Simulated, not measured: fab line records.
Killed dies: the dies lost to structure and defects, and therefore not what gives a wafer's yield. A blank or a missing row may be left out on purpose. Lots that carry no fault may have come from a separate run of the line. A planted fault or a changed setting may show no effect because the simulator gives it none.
Matching of chambers	flow n5Finfet	N5_FIN_SAQP_ETCH_69 on rieDiel-01: 4 sister chambers
The step etches SOC in N2/H2, stops on SiNx, target depth 150 nm. 18 wafers are shown with their chamber, then 9 later ones without.

== WAFERS, EACH WITH ITS CHAMBER ==
wafer	chamber	showerheadPlenumPTorr (Torr)	throttleValvePct (%)	oesProductAu (a.u.)
L075.2	2	2.62	17.92	0.69
L075.3	0	2.59	17.48	0.96
L075.5	0	2.58	17.48	0.96
L077.4	3	2.64	17.92	0.71
L077.5	0	2.58	17.50	0.94
L077.6	1	2.57	17.63	0.90
L083.4	0	2.58	17.51	0.91
L083.5	2	2.61	17.94	0.68
L083.6	3	2.63	17.95	0.71
L086.1	0	2.57	17.53	0.90
L086.4	3	2.63	17.95	0.70
L086.6	1	2.56	17.65	0.87
L088.1	1	2.56	17.68	0.86
L088.3	2	2.61	17.53	1.00
L088.4	1	2.56	17.65	0.87
L089.4	1	2.56	17.68	0.86
L089.5	2	2.61	17.55	0.99
L089.6	1	2.56	17.65	0.86

SIGNATURES (means of the wafers above)
reading	chamber 0	chamber 1	chamber 2	chamber 3	scatter within a chamber
showerheadPlenumPTorr	2.5800	2.5617	2.6125	2.6333	0.00551
throttleValvePct	17.5000	17.6567	17.7350	17.9400	0.106
oesProductAu	0.9340	0.8700	0.8400	0.7067	0.0848
Rule: for a wafer and a chamber, the distance is found by dividing, reading by reading, the gap between the wafer's reading and the chamber's mean by the reading's scatter, squaring, summing and taking the root. The wafer belongs to the nearest chamber; if the next one is less than 2 further off, it can't be placed. The scatter: take each reading less its chamber's mean, square it, sum over the shown wafers, divide by the number of wafers less the number of chambers, and take the root.

== WAFERS WITH NO CHAMBER GIVEN ==
wafer	showerheadPlenumPTorr (Torr)	throttleValvePct (%)	oesProductAu (a.u.)
L092.1	2.56	17.68	0.86
L092.4	2.57	17.55	0.88
L092.5	2.57	17.53	0.88
L094.2	2.56	17.71	0.84
L094.3	2.61	17.57	0.94
L094.6	2.56	17.70	0.84
L096.3	2.55	17.68	0.84
L096.4	2.60	17.59	0.93
L096.6	2.55	17.71	0.84

== THE CHAMBER EACH PASSED THROUGH ==
wafer	from the rows above	in truth
L092.1	1	1
L092.4	can't be placed: 1 or 0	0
L092.5	can't be placed: 1 or 0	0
L094.2	1	1
L094.3	2	2
L094.6	1	1
L096.3	1	1
L096.4	can't be placed: 2 or 0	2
L096.6	1	1
Placed correctly: 6 of 9. From these rows, 3 cannot be placed; in 3 the true chamber is one of the candidates. 0 placed wrongly.
